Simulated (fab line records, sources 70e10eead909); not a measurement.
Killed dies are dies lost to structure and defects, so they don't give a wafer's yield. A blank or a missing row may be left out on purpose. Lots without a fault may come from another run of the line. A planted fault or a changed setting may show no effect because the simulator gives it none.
Chamber matching | flow nand_harc | NHARC_P_CONTACT_ALD_22 on ald_metal-04: 4 sister chambers
The step deposits TiN, target thk 3 nm, pulse time 1 s, ald cycles 150. 4 wafers are shown with their chamber, then 7 later ones without.

WAFERS WITH THEIR CHAMBER
wafer  | chamber | heater_power_w (W)
L084.4 | 1       | 1334
L089.1 | 3       | 1270
L091.2 | 0       | 1076
L091.3 | 2       | 1194

WAFERS WITHOUT THEIR CHAMBER
wafer  | heater_power_w (W)
L091.4 | 1234
L093.1 | 1085
L093.3 | 1292
L093.5 | 1177
L097.2 | 1208
L097.3 | 1066
L097.6 | 1259

WHICH CHAMBER EACH WENT THROUGH
wafer  | from the rows above     | in truth
L091.4 | can't be placed: 3 or 2 | 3
L093.1 | 0                       | 0
L093.3 | can't be placed: 3 or 1 | 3
L093.5 | 2                       | 2
L097.2 | 2                       | 2
L097.3 | 0                       | 0
L097.6 | 3                       | 3
Placed correctly: 5 of 7. Can't be placed from these rows: 2 (the true chamber is among the candidates in 2). Placed wrongly: 0.
How it was worked out, from the rows above alone: a wafer's distance from a chamber is the root of the sum, over the readings, of the square of ((its reading less the chamber's mean) divided by the reading's scatter). The wafer belongs to the nearest chamber; if the next one is less than 2 further off, it can't be placed. A chamber's mean is the mean of its shown wafers. The scatter: with one shown wafer a chamber, the root of the mean of the squares of how far each hidden wafer lies from its nearest shown one.
